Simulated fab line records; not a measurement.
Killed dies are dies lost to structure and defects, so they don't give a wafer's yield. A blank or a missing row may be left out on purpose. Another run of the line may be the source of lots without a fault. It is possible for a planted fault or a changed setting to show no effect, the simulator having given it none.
fab line records :: flow nandHarc
record
  lots=6
  wafers=18
  lastDay=34
route steps=1302 shown A_SOURCE_PLATE@420 A_ONON_D1@424
lots that met no fault: taken from a fault-free run of the same line
startH: hours from the record's opening day to when the first of the lot's shown wafers began :: waitH: hours elapsed since this lot's preceding step :: " the same as in the row above :: L1.1+2: a single row standing in for several wafers :: - no value present, or no start provided :: * or withheld: withheld :: < > ~ a bound
route shown NAME@n: NAME is a module with steps in the file, n the number in the route of the first one :: usual: average and standard deviation across the fault-free wafers :: same: alike in all rows :: chamber/n: place in a boat :: sites: readings site by site :: _std_site: the values' standard deviation :: _edge_site: the outer-site mean with the inner-site mean subtracted :: radiusMm: how far each site lies from the wafer's centre :: mask NAME#n: copy n :: behind: tool/chamber where the wafer was last shaped :: hold: why the lot went on hold/how many hours it stayed there/how the hold came to an end :: device: the transistor (n, p or np) that didn't switch :: end of line: tests run on the same wafers once the route is complete :: step lacking rows: just its recipe :: killed: dies lost to structure and defects at the first sort, not the wafer's yield :: map: the dies of a wafer, with x for killed, . for not killed, _ for no die there
set.NAME: the run value of the setting; set.NAME@STEP: its run value at that earlier step :: model.NAME: the simulator's own value behind a step, which no gauge read
lots at selected steps of the route; one table per step, one row per wafer
services: from which hour (startH, from the record's first day; less than 0 if before it) a tool's chamber was out of use, for how many hours, and why
## steps
# step NHARC_A_SOURCE_PLATE_THK_MEAS_06
# recipe
  thkMeasGauge=ellipsometry
# usual
  thkNm=200.6/2.4
lot.wafer: L834.1
tool: filmMetro-02
chamber: -
startH: 196.43
waitH: 0.4
thkNm: 196.7

lot.wafer: L834.3
tool: filmMetro-02
chamber: -
startH: 196.43
waitH: 0.4
thkNm: 200.2

lot.wafer: L834.4
tool: filmMetro-02
chamber: -
startH: 196.43
waitH: 0.4
thkNm: 200.7

lot.wafer: L840.1
tool: filmMetro-01
chamber: -
startH: 255.39
waitH: 0.4
thkNm: 199.2

lot.wafer: L840.2
tool: filmMetro-01
chamber: -
startH: 255.39
waitH: 0.4
thkNm: 197.2

lot.wafer: L840.4
tool: filmMetro-01
chamber: -
startH: 255.39
waitH: 0.4
thkNm: 200.2

lot.wafer: L850.2
tool: filmMetro-01
chamber: -
startH: 375.56
waitH: 0.4
thkNm: 200.3

lot.wafer: L850.5
tool: filmMetro-01
chamber: -
startH: 375.56
waitH: 0.4
thkNm: 201.2

lot.wafer: L850.6
tool: filmMetro-01
chamber: -
startH: 375.56
waitH: 0.4
thkNm: 202.0

lot.wafer: L852.1
tool: filmMetro-01
chamber: -
startH: 380.15
waitH: 0.4
thkNm: 201.2

lot.wafer: L852.2
tool: filmMetro-01
chamber: -
startH: 380.15
waitH: 0.4
thkNm: 201.6

lot.wafer: L852.6
tool: filmMetro-01
chamber: -
startH: 380.15
waitH: 0.4
thkNm: 203.2

lot.wafer: L851.4
tool: filmMetro-01
chamber: -
startH: 380.16
waitH: 0.4
thkNm: 200.6

lot.wafer: L851.5
tool: filmMetro-01
chamber: -
startH: 380.16
waitH: 0.4
thkNm: 201.4

lot.wafer: L851.6
tool: filmMetro-01
chamber: -
startH: 380.16
waitH: 0.4
thkNm: 200.7

lot.wafer: L853.2
tool: filmMetro-01
chamber: -
startH: 401.45
waitH: 0.4
thkNm: 196.6

lot.wafer: L853.3
tool: filmMetro-01
chamber: -
startH: 401.45
waitH: 0.4
thkNm: 195.2

lot.wafer: L853.4
tool: filmMetro-01
chamber: -
startH: 401.45
waitH: 0.4
thkNm: 197.9
# step NHARC_A_SOURCE_PLATE_INSPECT_08
# usual
  rawDefectCount=64/28
lot.wafer: L834.1
tool: defectInspect-01
chamber: -
startH: 196.49
waitH: 0.0
rawDefectCount: 61

lot.wafer: L834.3
tool: defectInspect-01
chamber: -
startH: 196.49
waitH: 0.0
rawDefectCount: 64

lot.wafer: L834.4
tool: defectInspect-01
chamber: -
startH: 196.49
waitH: 0.0
rawDefectCount: 41

lot.wafer: L840.1
tool: defectInspect-02
chamber: -
startH: 255.47
waitH: 0.0
rawDefectCount: 91

lot.wafer: L840.2
tool: defectInspect-02
chamber: -
startH: 255.47
waitH: 0.0
rawDefectCount: 83

lot.wafer: L840.4
tool: defectInspect-02
chamber: -
startH: 255.47
waitH: 0.0
rawDefectCount: 112

lot.wafer: L850.2
tool: defectInspect-02
chamber: -
startH: 375.62
waitH: 0.0
rawDefectCount: 30

lot.wafer: L850.5
tool: defectInspect-02
chamber: -
startH: 375.62
waitH: 0.0
rawDefectCount: 49

lot.wafer: L850.6
tool: defectInspect-02
chamber: -
startH: 375.62
waitH: 0.0
rawDefectCount: 44

lot.wafer: L852.1
tool: defectInspect-02
chamber: -
startH: 380.47
waitH: 0.3
rawDefectCount: 51

lot.wafer: L852.2
tool: defectInspect-02
chamber: -
startH: 380.47
waitH: 0.3
rawDefectCount: 36

lot.wafer: L852.6
tool: defectInspect-02
chamber: -
startH: 380.47
waitH: 0.3
rawDefectCount: 52

lot.wafer: L851.4
tool: defectInspect-02
chamber: -
startH: 380.48
waitH: 0.3
rawDefectCount: 44

lot.wafer: L851.5
tool: defectInspect-02
chamber: -
startH: 380.48
waitH: 0.3
rawDefectCount: 40

lot.wafer: L851.6
tool: defectInspect-02
chamber: -
startH: 380.48
waitH: 0.3
rawDefectCount: 54

lot.wafer: L853.2
tool: defectInspect-02
chamber: -
startH: 401.52
waitH: 0.0
rawDefectCount: 111

lot.wafer: L853.3
tool: defectInspect-02
chamber: -
startH: 401.52
waitH: 0.0
rawDefectCount: 93

lot.wafer: L853.4
tool: defectInspect-02
chamber: -
startH: 401.52
waitH: 0.0
rawDefectCount: 119
# step NHARC_A_ONON_D1_DEP_00
# recipe
  targetThkA=10000
  n2FlowSccm=2750
  n2oFlowSccm=2000
  nh3FlowSccm=500
  sih4FlowSccm=210
  tempC=400
# step NHARC_A_ONON_D1_THK_MEAS_02
# recipe
  thkMeasGauge=ellipsometry
# usual
  thkNm=1003/11
lot.wafer: L834.1
tool: filmMetro-02
chamber: -
startH: 197.07
waitH: -
thkNm: 1004

lot.wafer: L834.3
tool: filmMetro-02
chamber: -
startH: 197.07
waitH: -
thkNm: 1004

lot.wafer: L834.4
tool: filmMetro-02
chamber: -
startH: 197.07
waitH: -
thkNm: 1002

lot.wafer: L840.1
tool: filmMetro-02
chamber: -
startH: 256.05
waitH: -
thkNm: 997

lot.wafer: L840.2
tool: filmMetro-02
chamber: -
startH: 256.05
waitH: -
thkNm: 998

lot.wafer: L840.4
tool: filmMetro-02
chamber: -
startH: 256.05
waitH: -
thkNm: 995

lot.wafer: L850.2
tool: filmMetro-01
chamber: -
startH: 376.20
waitH: -
thkNm: 1004

lot.wafer: L850.5
tool: filmMetro-01
chamber: -
startH: 376.20
waitH: -
thkNm: 1006

lot.wafer: L850.6
tool: filmMetro-01
chamber: -
startH: 376.20
waitH: -
thkNm: 1006

lot.wafer: L851.4
tool: filmMetro-01
chamber: -
startH: 381.05
waitH: -
thkNm: 992

lot.wafer: L851.5
tool: filmMetro-01
chamber: -
startH: 381.05
waitH: -
thkNm: 991

lot.wafer: L851.6
tool: filmMetro-01
chamber: -
startH: 381.05
waitH: -
thkNm: 989

lot.wafer: L852.1
tool: filmMetro-01
chamber: -
startH: 381.06
waitH: -
thkNm: 989

lot.wafer: L852.2
tool: filmMetro-01
chamber: -
startH: 381.06
waitH: -
thkNm: 991

lot.wafer: L852.6
tool: filmMetro-01
chamber: -
startH: 381.06
waitH: -
thkNm: 990

lot.wafer: L853.2
tool: filmMetro-01
chamber: -
startH: 402.10
waitH: -
thkNm: 1007

lot.wafer: L853.3
tool: filmMetro-01
chamber: -
startH: 402.10
waitH: -
thkNm: 1006

lot.wafer: L853.4
tool: filmMetro-01
chamber: -
startH: 402.10
waitH: -
thkNm: 1007
# step NHARC_A_ONON_D1_DEP_03
# recipe
  targetThkA=10000
  n2FlowSccm=2750
  n2oFlowSccm=2000
  nh3FlowSccm=500
  sih4FlowSccm=210
  tempC=400
# step NHARC_A_ONON_D1_THK_MEAS_05
# recipe
  thkMeasGauge=ellipsometry
# usual
  thkNm=1002/9.8
lot.wafer: L834.1
tool: filmMetro-01
chamber: -
startH: 197.78
waitH: -
thkNm: 1007

lot.wafer: L834.3
tool: filmMetro-01
chamber: -
startH: 197.78
waitH: -
thkNm: 1007

lot.wafer: L834.4
tool: filmMetro-01
chamber: -
startH: 197.78
waitH: -
thkNm: 1006

lot.wafer: L840.1
tool: filmMetro-01
chamber: -
startH: 256.62
waitH: -
thkNm: 1024

lot.wafer: L840.2
tool: filmMetro-01
chamber: -
startH: 256.62
waitH: -
thkNm: 1024

lot.wafer: L840.4
tool: filmMetro-01
chamber: -
startH: 256.62
waitH: -
thkNm: 1023

lot.wafer: L850.2
tool: filmMetro-01
chamber: -
startH: 376.77
waitH: -
thkNm: 1008

lot.wafer: L850.5
tool: filmMetro-01
chamber: -
startH: 376.77
waitH: -
thkNm: 1008

lot.wafer: L850.6
tool: filmMetro-01
chamber: -
startH: 376.77
waitH: -
thkNm: 1010

lot.wafer: L851.4
tool: filmMetro-01
chamber: -
startH: 381.61
waitH: -
thkNm: 1019

lot.wafer: L851.5
tool: filmMetro-01
chamber: -
startH: 381.61
waitH: -
thkNm: 1019

lot.wafer: L851.6
tool: filmMetro-01
chamber: -
startH: 381.61
waitH: -
thkNm: 1019

lot.wafer: L852.1
tool: filmMetro-01
chamber: -
startH: 381.63
waitH: -
thkNm: 996

lot.wafer: L852.2
tool: filmMetro-01
chamber: -
startH: 381.63
waitH: -
thkNm: 995

lot.wafer: L852.6
tool: filmMetro-01
chamber: -
startH: 381.63
waitH: -
thkNm: 995

lot.wafer: L853.2
tool: filmMetro-01
chamber: -
startH: 402.69
waitH: -
thkNm: 1003

lot.wafer: L853.3
tool: filmMetro-01
chamber: -
startH: 402.69
waitH: -
thkNm: 1001

lot.wafer: L853.4
tool: filmMetro-01
chamber: -
startH: 402.69
waitH: -
thkNm: 1001
# step NHARC_A_ONON_D1_DEP_06
# recipe
  targetThkA=10000
  n2FlowSccm=2750
  n2oFlowSccm=2000
  nh3FlowSccm=500
  sih4FlowSccm=210
  tempC=400
# step NHARC_A_ONON_D1_THK_MEAS_08
# recipe
  thkMeasGauge=ellipsometry
# usual
  thkNm=1001/8.4
lot.wafer: L834.1
tool: filmMetro-02
chamber: -
startH: 198.44
waitH: -
thkNm: 989

lot.wafer: L834.3
tool: filmMetro-02
chamber: -
startH: 198.44
waitH: -
thkNm: 988

lot.wafer: L834.4
tool: filmMetro-02
chamber: -
startH: 198.44
waitH: -
thkNm: 990

lot.wafer: L840.1
tool: filmMetro-01
chamber: -
startH: 257.19
waitH: -
thkNm: 998

lot.wafer: L840.2
tool: filmMetro-01
chamber: -
startH: 257.19
waitH: -
thkNm: 1000

lot.wafer: L840.4
tool: filmMetro-01
chamber: -
startH: 257.19
waitH: -
thkNm: 1000

lot.wafer: L850.2
tool: filmMetro-01
chamber: -
startH: 377.33
waitH: -
thkNm: 994

lot.wafer: L850.5
tool: filmMetro-01
chamber: -
startH: 377.33
waitH: -
thkNm: 994

lot.wafer: L850.6
tool: filmMetro-01
chamber: -
startH: 377.33
waitH: -
thkNm: 993

lot.wafer: L851.4
tool: filmMetro-01
chamber: -
startH: 382.18
waitH: -
thkNm: 996

lot.wafer: L851.5
tool: filmMetro-01
chamber: -
startH: 382.18
waitH: -
thkNm: 995

lot.wafer: L851.6
tool: filmMetro-01
chamber: -
startH: 382.18
waitH: -
thkNm: 995

lot.wafer: L852.1
tool: filmMetro-01
chamber: -
startH: 382.20
waitH: -
thkNm: 1006

lot.wafer: L852.2
tool: filmMetro-01
chamber: -
startH: 382.20
waitH: -
thkNm: 1007

lot.wafer: L852.6
tool: filmMetro-01
chamber: -
startH: 382.20
waitH: -
thkNm: 1005

lot.wafer: L853.2
tool: filmMetro-02
chamber: -
startH: 403.28
waitH: -
thkNm: 1003

lot.wafer: L853.3
tool: filmMetro-02
chamber: -
startH: 403.28
waitH: -
thkNm: 1004

lot.wafer: L853.4
tool: filmMetro-02
chamber: -
startH: 403.28
waitH: -
thkNm: 1002
# step NHARC_A_ONON_D1_DEP_09
# recipe
  targetThkA=10000
  n2FlowSccm=2750
  n2oFlowSccm=2000
  nh3FlowSccm=500
  sih4FlowSccm=210
  tempC=400
# step NHARC_A_ONON_D1_THK_MEAS_11
# recipe
  thkMeasGauge=ellipsometry
# usual
  thkNm=1001/10
lot.wafer: L834.1
tool: filmMetro-02
chamber: -
startH: 199.00
waitH: -
thkNm: 998

lot.wafer: L834.3
tool: filmMetro-02
chamber: -
startH: 199.00
waitH: -
thkNm: 999

lot.wafer: L834.4
tool: filmMetro-02
chamber: -
startH: 199.00
waitH: -
thkNm: 998

lot.wafer: L840.1
tool: filmMetro-02
chamber: -
startH: 257.75
waitH: -
thkNm: 998

lot.wafer: L840.2
tool: filmMetro-02
chamber: -
startH: 257.75
waitH: -
thkNm: 1000

lot.wafer: L840.4
tool: filmMetro-02
chamber: -
startH: 257.75
waitH: -
thkNm: 998

lot.wafer: L850.2
tool: filmMetro-01
chamber: -
startH: 377.90
waitH: -
thkNm: 1009

lot.wafer: L850.5
tool: filmMetro-01
chamber: -
startH: 377.90
waitH: -
thkNm: 1009

lot.wafer: L850.6
tool: filmMetro-01
chamber: -
startH: 377.90
waitH: -
thkNm: 1010

lot.wafer: L851.4
tool: filmMetro-01
chamber: -
startH: 382.75
waitH: -
thkNm: 1005

lot.wafer: L851.5
tool: filmMetro-01
chamber: -
startH: 382.75
waitH: -
thkNm: 1007

lot.wafer: L851.6
tool: filmMetro-01
chamber: -
startH: 382.75
waitH: -
thkNm: 1004

lot.wafer: L852.1
tool: filmMetro-01
chamber: -
startH: 382.76
waitH: -
thkNm: 1013

lot.wafer: L852.2
tool: filmMetro-01
chamber: -
startH: 382.76
waitH: -
thkNm: 1015

lot.wafer: L852.6
tool: filmMetro-01
chamber: -
startH: 382.76
waitH: -
thkNm: 1013

lot.wafer: L853.2
tool: filmMetro-02
chamber: -
startH: 403.85
waitH: -
thkNm: 1013

lot.wafer: L853.3
tool: filmMetro-02
chamber: -
startH: 403.85
waitH: -
thkNm: 1015

lot.wafer: L853.4
tool: filmMetro-02
chamber: -
startH: 403.85
waitH: -
thkNm: 1015
# step NHARC_A_ONON_D1_DEP_12
# recipe
  targetThkA=10000
  n2FlowSccm=2750
  n2oFlowSccm=2000
  nh3FlowSccm=500
  sih4FlowSccm=210
  tempC=400
# usual
  n2FlowSccm=2748/7.9
lot.wafer: L834.1
tool: pecvdOnon-04
chamber: 0
startH: 199.10
waitH: 0.1
n2FlowSccm: 2741

lot.wafer: L834.3
tool: pecvdOnon-04
chamber: 0
startH: 199.10
waitH: 0.1
n2FlowSccm: 2738

lot.wafer: L834.4
tool: pecvdOnon-04
chamber: 0
startH: 199.10
waitH: 0.1
n2FlowSccm: 2754

lot.wafer: L840.1
tool: pecvdOnon-03
chamber: 0
startH: 257.81
waitH: 0.1
n2FlowSccm: 2754

lot.wafer: L840.2
tool: pecvdOnon-03
chamber: 0
startH: 257.81
waitH: 0.1
n2FlowSccm: 2755

lot.wafer: L840.4
tool: pecvdOnon-03
chamber: 0
startH: 257.81
waitH: 0.1
n2FlowSccm: 2756

lot.wafer: L850.2
tool: pecvdOnon-04
chamber: 0
startH: 378.01
waitH: 0.1
n2FlowSccm: 2749

lot.wafer: L850.5
tool: pecvdOnon-04
chamber: 0
startH: 378.01
waitH: 0.1
n2FlowSccm: 2738

lot.wafer: L850.6
tool: pecvdOnon-04
chamber: 0
startH: 378.01
waitH: 0.1
n2FlowSccm: 2749

lot.wafer: L852.1
tool: pecvdOnon-03
chamber: 0
startH: 382.81
waitH: 0.1
n2FlowSccm: 2751

lot.wafer: L852.2
tool: pecvdOnon-03
chamber: 0
startH: 382.81
waitH: 0.1
n2FlowSccm: 2747

lot.wafer: L852.6
tool: pecvdOnon-03
chamber: 0
startH: 382.81
waitH: 0.1
n2FlowSccm: 2757

lot.wafer: L851.4
tool: pecvdOnon-04
chamber: 0
startH: 382.98
waitH: 0.2
n2FlowSccm: 2748

lot.wafer: L851.5
tool: pecvdOnon-04
chamber: 0
startH: 382.98
waitH: 0.2
n2FlowSccm: 2752

lot.wafer: L851.6
tool: pecvdOnon-04
chamber: 0
startH: 382.98
waitH: 0.2
n2FlowSccm: 2752

lot.wafer: L853.2
tool: pecvdOnon-03
chamber: 0
startH: 403.97
waitH: 0.1
n2FlowSccm: 2744

lot.wafer: L853.3
tool: pecvdOnon-03
chamber: 0
startH: 403.97
waitH: 0.1
n2FlowSccm: 2744

lot.wafer: L853.4
tool: pecvdOnon-03
chamber: 0
startH: 403.97
waitH: 0.1
n2FlowSccm: 2749
# step NHARC_A_ONON_D1_THK_MEAS_14
# recipe
  thkMeasGauge=ellipsometry
# usual
  thkNm=1001/9.1
lot.wafer: L834.1
tool: filmMetro-01
chamber: -
startH: 199.64
waitH: -
thkNm: 1009

lot.wafer: L834.3
tool: filmMetro-01
chamber: -
startH: 199.64
waitH: -
thkNm: 1007

lot.wafer: L834.4
tool: filmMetro-01
chamber: -
startH: 199.64
waitH: -
thkNm: 1009

lot.wafer: L840.1
tool: filmMetro-01
chamber: -
startH: 258.32
waitH: -
thkNm: 1006

lot.wafer: L840.2
tool: filmMetro-01
chamber: -
startH: 258.32
waitH: -
thkNm: 1006

lot.wafer: L840.4
tool: filmMetro-01
chamber: -
startH: 258.32
waitH: -
thkNm: 1005

lot.wafer: L850.2
tool: filmMetro-01
chamber: -
startH: 378.46
waitH: -
thkNm: 1004

lot.wafer: L850.5
tool: filmMetro-01
chamber: -
startH: 378.46
waitH: -
thkNm: 846

lot.wafer: L850.6
tool: filmMetro-01
chamber: -
startH: 378.46
waitH: -
thkNm: 848

lot.wafer: L851.4
tool: filmMetro-01
chamber: -
startH: 383.32
waitH: -
thkNm: 993

lot.wafer: L851.5
tool: filmMetro-01
chamber: -
startH: 383.32
waitH: -
thkNm: 840

lot.wafer: L851.6
tool: filmMetro-01
chamber: -
startH: 383.32
waitH: -
thkNm: 840

lot.wafer: L852.1
tool: filmMetro-01
chamber: -
startH: 383.35
waitH: -
thkNm: 1000

lot.wafer: L852.2
tool: filmMetro-01
chamber: -
startH: 383.35
waitH: -
thkNm: 1000

lot.wafer: L852.6
tool: filmMetro-01
chamber: -
startH: 383.35
waitH: -
thkNm: 1002

lot.wafer: L853.2
tool: filmMetro-02
chamber: -
startH: 404.43
waitH: -
thkNm: 1002

lot.wafer: L853.3
tool: filmMetro-02
chamber: -
startH: 404.43
waitH: -
thkNm: 1001

lot.wafer: L853.4
tool: filmMetro-02
chamber: -
startH: 404.43
waitH: -
thkNm: 1002
# step NHARC_A_ONON_D1_ANNEAL_15
# recipe
  tempC=750
  timeS=3600
## services
tool: pecvdOnon-03
chamber: -
startH: 227.00
hours: 13.0
kind: pm

tool: pecvdOnon-04
chamber: -
startH: 311.42
hours: 13.0
kind: pm

tool: pecvdOnon-03
chamber: -
startH: 366.01
hours: 6.1
kind: repair

tool: pecvdOnon-04
chamber: -
startH: 392.86
hours: 0.8
kind: repair
## key
firstSign
  step=NHARC_A_ONON_D1_THK_MEAS_14
  reading=thkNm
  direction=down
  sigmas=17
  usual=1001
  struck=843
effect none on later readings
metAt NHARC_A_ONON_D1_DEP_12
struckWafers L850.5,L850.6,L851.5,L851.6
testerLeftOut L850,L851
onsetBetween 199.10 378.01
fault
  kind=processParameterDrift
  tool=pecvdOnon-04
  chamber=-
  onsetH=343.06
  steps=NHARC_A_ONON_D1_DEP_12
  channel=targetThkA
  offset=*
  shape=step
  endH=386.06
  scope=struckWafersOnly
  actsIn=*
  stated=*
# testerLeftOut: of these lots the tester's yield and bins aren't shown, on N5 and GAA mostly nor the transistor test; their killed dies are dies lost to structure and defects alone, not to doping, threshold or leakage, so they don't give the yield
